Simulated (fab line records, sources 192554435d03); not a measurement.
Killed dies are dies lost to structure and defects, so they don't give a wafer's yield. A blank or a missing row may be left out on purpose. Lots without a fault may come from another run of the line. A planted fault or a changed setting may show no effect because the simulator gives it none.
Split-lot experiment | flow n5_finfet | 7 lots, 39 wafers read, on a route of 1938 steps

THE SPLIT
At N5_SD_EPI_N_EPI_21 (deposits Si:P, time 690 s), the setting temp_c was moved away from the recipe's 680 C on 12 of the 39 wafers read, by -0.6% to -0.4%. The other wafers ran this setting at the recipe's value.

FROM THE SPLIT TO THE READING: what the file shows between them, 1 step
- N5_SD_EPI_N_EPI_MEAS_23

THE READING
Si-P_of_SD_EPI_N_EPI_21.thk_nm (the simulator's own value, which no gauge read), in nm, at N5_SD_EPI_N_PRECLEAN_24 (cleans in O3/DIW, time 60 s). The file gives no usual value for it. The 27 wafers here that ran the recipe average 58.3 nm, standard deviation 0.52 nm.

wafer  | tool, chamber at the split | temp_c as run, C | against the recipe | Si-P_of_SD_EPI_N_EPI_21.thk_nm, nm | against lot-mates on the recipe
L074.1 | epi_rpcvd-01, 0            | 677.5            | -0.4%              | 56.2                               | -1.9
L074.4 | epi_rpcvd-01, 0            | 677.5            | -0.4%              | 56.2                               | -1.9
L074.2 | epi_rpcvd-01, 0            | 677.5            | -0.4%              | 55.8                               | -2.3
L074.3 | epi_rpcvd-01, 0            | 680              | recipe             | 58                                 | -
L074.5 | epi_rpcvd-01, 0            | 680              | recipe             | 57.8                               | -
L074.6 | epi_rpcvd-01, 0            | 680              | recipe             | 58.6                               | -
L077.2 | epi_rpcvd-04, 0            | 680              | recipe             | 58                                 | -
L077.5 | epi_rpcvd-04, 0            | 680              | recipe             | 57.4                               | -
L077.6 | epi_rpcvd-04, 0            | 680              | recipe             | 57.6                               | -
L080.1 | epi_rpcvd-01, 0            | 676.2            | -0.6%              | 55.2                               | -4.0
L080.2 | epi_rpcvd-01, 0            | 680              | recipe             | 59                                 | -
L080.3 | epi_rpcvd-01, 0            | 680              | recipe             | 59.2                               | -
L080.4 | epi_rpcvd-01, 0            | 676.2            | -0.6%              | 55.6                               | -3.6
L080.5 | epi_rpcvd-01, 0            | 676.2            | -0.6%              | 56                                 | -3.2
L080.6 | epi_rpcvd-01, 0            | 680              | recipe             | 59.4                               | -
L084.1 | epi_rpcvd-03, 0            | 680              | recipe             | 57.8                               | -
L084.3 | epi_rpcvd-03, 0            | 680              | recipe             | 57.8                               | -
L084.2 | epi_rpcvd-03, 0            | 680              | recipe             | 58                                 | -
L084.4 | epi_rpcvd-03, 0            | 680              | recipe             | 58.4                               | -
L084.5 | epi_rpcvd-03, 0            | 680              | recipe             | 57.6                               | -
L084.6 | epi_rpcvd-03, 0            | 680              | recipe             | 58.2                               | -
L087.1 | epi_rpcvd-04, 0            | 680              | recipe             | 57.6                               | -
L087.2 | epi_rpcvd-04, 0            | 680              | recipe             | 58.8                               | -
L087.3 | epi_rpcvd-04, 0            | 675.6            | -0.6%              | 53.8                               | -4.4
L087.4 | epi_rpcvd-04, 0            | 680              | recipe             | 58.2                               | -
L087.5 | epi_rpcvd-04, 0            | 675.6            | -0.6%              | 52                                 | -6.2
L087.6 | epi_rpcvd-04, 0            | 675.6            | -0.6%              | 53.2                               | -5.0
L090.1 | epi_rpcvd-01, 0            | 677.4            | -0.4%              | 55.8                               | -2.8
L090.2 | epi_rpcvd-01, 0            | 677.4            | -0.4%              | 56.4                               | -2.2
L090.3 | epi_rpcvd-01, 0            | 680              | recipe             | 59                                 | -
L090.4 | epi_rpcvd-01, 0            | 680              | recipe             | 58.4                               | -
L090.6 | epi_rpcvd-01, 0            | 680              | recipe             | 58.4                               | -
L090.5 | epi_rpcvd-01, 0            | 677.4            | -0.4%              | 57                                 | -1.6
L095.1 | epi_rpcvd-03, 0            | 680              | recipe             | 59                                 | -
L095.2 | epi_rpcvd-03, 0            | 680              | recipe             | 58.4                               | -
L095.5 | epi_rpcvd-03, 0            | 680              | recipe             | 58.4                               | -
L095.3 | epi_rpcvd-03, 0            | 680              | recipe             | 58.2                               | -
L095.6 | epi_rpcvd-03, 0            | 680              | recipe             | 58.2                               | -
L095.4 | epi_rpcvd-03, 0            | 680              | recipe             | 58.6                               | -

THE FIT
A straight line over all 39 wafers: Si-P_of_SD_EPI_N_EPI_21.thk_nm changes by +6.48 nm for each +1% of temp_c; r = +0.92; the points scatter about the line by 0.69 nm.
The same after taking each lot's own level away (the mean of its wafers on the recipe; 39 wafers): +6.98 nm for each +1%; r = +0.96; scatter 0.47 nm.
On that fit, the largest move of temp_c shifts the reading by 4.5 nm.
The lots' own levels span 57.67 to 59.20 nm, that is 2.9 times the standard deviation above.
So the lot-to-lot level changes the slope little: the two slopes agree.
Check: with one of the wafers moved furthest among these (-0.6%) left out of the fit, the line predicts -4.48 nm for it against its lot-mates. It came out at -4.4 nm against them.

OTHER SPLITS ON THESE WAFERS
These wafers also went through other splits before the reading. Each is held against what the fit with the lots' levels taken away leaves over:
other split on the same wafers       | wafers away from the commonest value | r with Si-P_of_SD_EPI_N_EPI_21.thk_nm (lot level and that fit taken away)
N5_DUMMY_GATE_ETCH_37 source_w       | 15                                   | +0.04
N5_DUMMY_GATE_ETCH_31 target_depth_a | 9                                    | +0.21
N5_DUMMY_GATE_ETCH_32 time_s         | 12                                   | -0.03
N5_SD_EPI_N_ETCH_45 target_depth_a   | 15                                   | +0.06
N5_SD_EPI_N_SD_RECESS_17 time_s      | 12                                   | +0.01

THE WHOLE CHAIN: every reading that the file lists as answering this split, in the file's order
step                    | what it does                | reading                                                                         | change (the file's fit)              | r (the file's)
N5_SD_EPI_N_EPI_21      | deposits Si:P, time 690 s   | Si-P_of_SD_EPI_N_EPI_21.thk_nm (the simulator's own value, which no gauge read) | +6.98 nm for each +1% of the setting | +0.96
N5_SD_EPI_N_EPI_MEAS_23 |                             | thk_nm                                                                          | withheld for each +1% of the setting | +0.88
N5_SD_EPI_N_PRECLEAN_24 | cleans in O3/DIW, time 60 s | Si-P_of_SD_EPI_N_EPI_21.thk_nm (the simulator's own value, which no gauge read) | +6.89 nm for each +1% of the setting | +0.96

THE FILE'S OWN FIT
Si-P_of_SD_EPI_N_EPI_21.thk_nm changes by +6.89 nm for each +1% of temp_c, r = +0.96.
